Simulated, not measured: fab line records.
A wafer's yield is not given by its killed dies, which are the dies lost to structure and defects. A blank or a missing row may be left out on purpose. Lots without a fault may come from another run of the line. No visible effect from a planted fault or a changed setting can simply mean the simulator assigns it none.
Matching of chambers :: flow nandHarc :: aldHk-02 running NHARC_A_WL_FILL_ALD_10: 4 sister chambers
The step deposits SiO2, target thk 50 nm, pulse time 10 s, ald cycles 500. 14 wafers are shown with their chamber, then 7 later ones without.

WAFERS WITH THEIR CHAMBER
wafer: L223.3
chamber: 3
heaterPowerW (W): 438
precursorPulseHeightRel: 0.994

wafer: L223.4
chamber: 2
heaterPowerW (W): 388
precursorPulseHeightRel: 0.973

wafer: L223.5
chamber: 2
heaterPowerW (W): 392
precursorPulseHeightRel: 1.011

wafer: L225.2
chamber: 2
heaterPowerW (W): 382
precursorPulseHeightRel: 1.007

wafer: L225.3
chamber: 3
heaterPowerW (W): 424
precursorPulseHeightRel: 0.989

wafer: L225.4
chamber: 1
heaterPowerW (W): 477
precursorPulseHeightRel: 1.022

wafer: L227.1
chamber: 3
heaterPowerW (W): 423
precursorPulseHeightRel: 1.019

wafer: L227.3
chamber: 2
heaterPowerW (W): 367
precursorPulseHeightRel: 1.016

wafer: L227.6
chamber: 0
heaterPowerW (W): 451
precursorPulseHeightRel: 0.951

wafer: L229.1
chamber: 2
heaterPowerW (W): 364
precursorPulseHeightRel: 0.989

wafer: L229.2
chamber: 3
heaterPowerW (W): 437
precursorPulseHeightRel: 0.994

wafer: L229.5
chamber: 1
heaterPowerW (W): 474
precursorPulseHeightRel: 0.999

wafer: L237.1
chamber: 3
heaterPowerW (W): 443
precursorPulseHeightRel: 1.007

wafer: L237.4
chamber: 1
heaterPowerW (W): 473
precursorPulseHeightRel: 0.979

SIGNATURES, as means of the wafers listed above
reading: heaterPowerW
chamber 0: 451.00
chamber 1: 474.67
chamber 2: 378.60
chamber 3: 433.00
scatter within a chamber: 9.79

reading: precursorPulseHeightRel
chamber 0: 0.95100
chamber 1: 1.00000
chamber 2: 0.99920
chamber 3: 1.00060
scatter within a chamber: 0.0167
Rule: a wafer lies at a distance from a chamber equal to the root of the sum of squares, over the readings, of (its reading less the chamber's mean, divided by the reading's scatter). The wafer belongs to the nearest chamber; if the next one is less than 2 further off, it can't be placed. How the scatter is found: for the shown wafers, subtract from each reading the mean of its chamber, square and add these, divide the total by (wafers less chambers), then take the root.

WAFERS WITHOUT THEIR CHAMBER
wafer: L237.5
heaterPowerW (W): 430
precursorPulseHeightRel: 0.994

wafer: L240.1
heaterPowerW (W): 377
precursorPulseHeightRel: 1.010

wafer: L240.2
heaterPowerW (W): 437
precursorPulseHeightRel: 0.981

wafer: L240.4
heaterPowerW (W): 478
precursorPulseHeightRel: 1.022

wafer: L242.4
heaterPowerW (W): 380
precursorPulseHeightRel: 1.021

wafer: L242.2
heaterPowerW (W): 445
precursorPulseHeightRel: 1.006

wafer: L242.3
heaterPowerW (W): 482
precursorPulseHeightRel: 0.985

EACH ONE'S CHAMBER
wafer: L237.5
from the rows above: 3
in truth: 3

wafer: L240.1
from the rows above: 2
in truth: 2

wafer: L240.2
from the rows above: can't be placed: 3 or 0
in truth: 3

wafer: L240.4
from the rows above: 1
in truth: 1

wafer: L242.4
from the rows above: 2
in truth: 2

wafer: L242.2
from the rows above: can't be placed: 3 or 1
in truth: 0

wafer: L242.3
from the rows above: 1
in truth: 1
Placed correctly: 5 of 7. These rows do not allow placing 2 (true chamber among the candidates in 1). Placed wrongly: 0.
